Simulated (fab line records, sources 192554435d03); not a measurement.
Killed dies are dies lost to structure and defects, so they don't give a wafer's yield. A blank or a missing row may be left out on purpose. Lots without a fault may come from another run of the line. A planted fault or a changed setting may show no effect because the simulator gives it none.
Split-lot experiment | flow n5_finfet | 7 lots, 21 wafers read, on a route of 1938 steps

THE SPLIT
At N5_BEOL_M9_TRENCH_ETCH_37 (etches SiCOH lowk in C4F6/O2, target depth 151.43 nm, time 49 s), the setting time_s was moved away from the recipe's 49 s on 7 of the 21 wafers read, by -21.7% to +16.5%. The other wafers ran this setting at the recipe's value.

FROM THE SPLIT TO THE READING: what the file shows between them, 12 steps
- N5_BEOL_M9_ETCH_41: etches SiCN in CH3F/O2, target depth 36.6 nm, time 70.1 s
- N5_BEOL_M9_STRIP_80: strips in N2/H2, time 10 s
- N5_BEOL_M9_OCD_MEAS_38
- N5_BEOL_M9_HM_STRIP_39: strips TiN in peroxide tin strip, target depth 25 nm, time 158 s (also split here: time_s)
- N5_BEOL_M9_SRD_40: time 30 s
- N5_BEOL_M9_PRECLEAN_42: cleans in residue remover, time 60 s
- N5_BEOL_M9_ECD_50: material Cu, target thk 318 nm
- N5_BEOL_M9_ANNEAL_51: time 90 s
- N5_BEOL_M9_CMP_52: polishes, stops on SiCOH lowk, t overpolish 7 s, target thk 140 nm
- N5_BEOL_M9_THK_MEAS_53: measures by xrf
- N5_BEOL_M9_PRE_CLEAN_55: time 15 s
- N5_BEOL_M9_DEP_56: deposits SiCN from 3MS/NH3, target thk 15 nm, time 26.5 s

THE READING
M9_RS, in ohm/sq, at N5_BEOL_M9_RS_MEAS_57 (measures by four-point-probe). Fault-free wafers of this fab line usually give 0.152 ohm/sq, standard deviation 0.0057 ohm/sq.

wafer  | tool, chamber at the split | time_s as run, s | against the recipe | M9_RS, ohm/sq | against lot-mates on the recipe
L079.1 | rie_diel-02, 2             | 49               | recipe             | 0.144         | -
L079.3 | rie_diel-02, 3             | 44.11            | -10.0%             | 0.176         | +0.032
L079.5 | rie_diel-02, 2             | 49               | recipe             | 0.145         | -
L082.1 | rie_diel-02, 2             | 49               | recipe             | 0.153         | -
L082.2 | rie_diel-02, 3             | 57.07            | +16.5%             | 0.133         | -0.020
L082.4 | rie_diel-02, 1             | 49               | recipe             | 0.154         | -
L083.1 | rie_diel-02, 2             | 49               | recipe             | 0.146         | -
L083.3 | rie_diel-02, 1             | 49               | recipe             | 0.152         | -
L083.6 | rie_diel-02, 3             | 49               | recipe             | 0.155         | -
L089.3 | rie_diel-01, 1             | 40.12            | -18.1%             | 0.198         | +0.057
L089.5 | rie_diel-01, 1             | 40.12            | -18.1%             | 0.194         | +0.053
L089.6 | rie_diel-01, 0             | 49               | recipe             | 0.141         | -
L090.2 | rie_diel-04, 0             | 38.38            | -21.7%             | 0.211         | +0.063
L090.3 | rie_diel-04, 3             | 49               | recipe             | 0.148         | -
L090.4 | rie_diel-04, 2             | 38.38            | -21.7%             | 0.218         | +0.070
L094.2 | rie_diel-01, 2             | 49               | recipe             | 0.148         | -
L094.3 | rie_diel-01, 1             | 49               | recipe             | 0.158         | -
L094.5 | rie_diel-01, 3             | 55.26            | +12.8%             | 0.140         | -0.013
L095.1 | rie_diel-01, 1             | 49               | recipe             | 0.157         | -
L095.3 | rie_diel-01, 2             | 49               | recipe             | 0.151         | -
L095.4 | rie_diel-01, 3             | 49               | recipe             | 0.156         | -

THE FIT
A straight line over all 21 wafers: M9_RS changes by -0.00229 ohm/sq for each +1% of time_s; r = -0.94; the points scatter about the line by 0.0083 ohm/sq.
The same after taking each lot's own level away (the mean of its wafers on the recipe; 21 wafers): -0.00256 ohm/sq for each +1%; r = -0.96; scatter 0.0075 ohm/sq.
On that fit, the largest move of time_s shifts the reading by 0.055 ohm/sq.
The lots' own levels span 0.1410 to 0.1547 ohm/sq, that is 2.4 times the standard deviation above.
So the lot-to-lot level changes the slope: the two fits differ.
Check: with one of the wafers moved furthest among these (-21.7%) left out of the fit, the line predicts +0.0585 ohm/sq for it against its lot-mates. It came out at +0.063 ohm/sq against them.

OTHER SPLITS ON THESE WAFERS
These wafers also went through other splits before the reading. Each is held against what the fit with the lots' levels taken away leaves over:
other split on the same wafers | wafers away from the commonest value | r with M9_RS (lot level and that fit taken away)
N5_BEOL_M9_HM_STRIP_39 time_s  | 9                                    | -0.17

THE WHOLE CHAIN: every reading that the file lists as answering this split, in the file's order
step                      | what it does                                                       | reading                                                                      | change (the file's fit)              | r (the file's)
N5_BEOL_M9_TRENCH_ETCH_37 | etches SiCOH lowk in C4F6/O2, target depth 151.43 nm, time 49 s    | BEOL_M9.feature_depth_nm (the simulator's own value, which no gauge read)    | +1.72 nm for each +1% of the setting | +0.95
N5_BEOL_M9_TRENCH_ETCH_37 | etches SiCOH lowk in C4F6/O2, target depth 151.43 nm, time 49 s    | etch.depth_nm (the simulator's own value, which no gauge read)               | +1.72 nm for each +1% of the setting | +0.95
N5_BEOL_M9_OCD_MEAS_38    |                                                                    | trench_depth_nm                                                              | +1.71 nm for each +1% of the setting | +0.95
N5_BEOL_M9_CMP_52         | polishes, stops on SiCOH lowk, t overpolish 7 s, target thk 140 nm | Cu_of_BEOL_M9_ECD_50.thk_nm (the simulator's own value, which no gauge read) | +1.7 nm for each +1% of the setting  | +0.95
N5_BEOL_M9_THK_MEAS_53    | measures by xrf                                                    | M9_THK                                                                       | +1.76 for each +1% of the setting    | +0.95
N5_BEOL_M9_RS_MEAS_57     | measures by four-point-probe                                       | M9_RS                                                                        | -0.00245 for each +1% of the setting | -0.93

THE FILE'S OWN FIT
M9_RS changes by -0.00245 ohm/sq for each +1% of time_s, r = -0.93.
